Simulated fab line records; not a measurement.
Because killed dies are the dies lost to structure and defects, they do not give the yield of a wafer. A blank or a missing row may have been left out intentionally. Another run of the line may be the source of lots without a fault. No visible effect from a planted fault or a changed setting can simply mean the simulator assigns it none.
3 desks, one fault ; flow n5-finfet ; each desk holds nothing but its own numbers, with what lay behind them at the end

== DESK OF THE TOOL OWNER: rie-diel-06 ==
The tool's own readings at N5_BEOL_M9_ETCH_66 (etches SOC in N2/H2, target depth 80 nm, overetch 16 nm, time 120 s): means of the sampled wafers that have a number, for each lot that ran on this tool. The brackets show how far a lot's mean lies from the usual mean; more than 4 standard deviations puts the lot out of limits, marked OUT.
Columns: A = bias-w at N5_BEOL_M9_ETCH_66, usual 150.1 W; B = drypump-motor-current-A at N5_BEOL_M9_ETCH_66, usual 5.8 A; C = oes-product-au at N5_BEOL_M9_ETCH_66, usual 0.59 a.u.; D = rf-fwd-power-W at N5_BEOL_M9_ETCH_66, usual 835.9 W; E = rf-vpp-V at N5_BEOL_M9_ETCH_66, usual 523 V; F = showerhead-plenum-p-Torr at N5_BEOL_M9_ETCH_66, usual 2.53 Torr; G = throttle-valve-pct at N5_BEOL_M9_ETCH_66, usual 17.93 %
lot;first seen here;A;B;C;D;E;F;G
L616;day 12 01:37;150.3;6.3;0.56;834.6;520;2.39;17.61
L629;day 15 11:26;150.0;6.5;0.59;838.4;523;2.55;17.76
L628;day 15 11:54;150.0;6.2;0.58;836.9;522;2.51;17.79
L630;day 15 20:43;150.1;6.2;0.61;833.6;523;2.52;17.81
This desk's finding: nothing out of limits on any of the 4 lots.

== AT THE METROLOGY DESK ==
Lot by lot, what the gauges showed, no matter which tool ran the lot: averages of those sampled wafers that carry a number. The brackets show how far a lot's mean lies from the usual mean; more than 4 standard deviations puts the lot out of limits, marked OUT.
Columns: A = cd-nm at N5_BEOL_M9_CD_MEAS_28, usual 70.0 nm; B = V8_OVL at N5_BEOL_M9_OVL_MEAS_29, usual 0.3 nm
lot;first seen here;A;B
L609;day 9 17:55;70.0;-0.3
L608;day 9 22:16;70.2;0.5
L616;day 12 01:25;69.7;0.0
L621;day 12 20:43;70.1;0.9
L629;day 15 11:14;69.8;0.2
L628;day 15 11:24;69.4;-0.2
L630;day 15 20:31;69.9;-0.3
This desk's finding: nothing out of limits on any of the 7 lots.

== THE DEFECT DESK ==
Per lot, the means of the sampled wafers with a number show what the inspections along the route counted. The brackets show how far a lot's mean lies from the usual mean; more than 4 standard deviations puts the lot out of limits, marked OUT.
Columns: A = raw-defect-count at N5_BEOL_M9_INSPECT_30, usual 394
lot;first seen here;A
L609;day 9 18:00;407
L608;day 9 22:21;354
L616;day 12 01:31;344
L621;day 12 20:48;419
L629;day 15 11:19;462
L628;day 15 11:29;320
L630;day 15 20:36;379
This desk's finding: nothing out of limits on any of the 7 lots.

== ALL TOGETHER ==
The tool owner's desk saw nothing out of limits.
Nothing out of limits was seen by the metrology desk.
No out-of-limits result turned up at the defect desk.

== WHAT THE SIMULATOR HAD INSERTED ==
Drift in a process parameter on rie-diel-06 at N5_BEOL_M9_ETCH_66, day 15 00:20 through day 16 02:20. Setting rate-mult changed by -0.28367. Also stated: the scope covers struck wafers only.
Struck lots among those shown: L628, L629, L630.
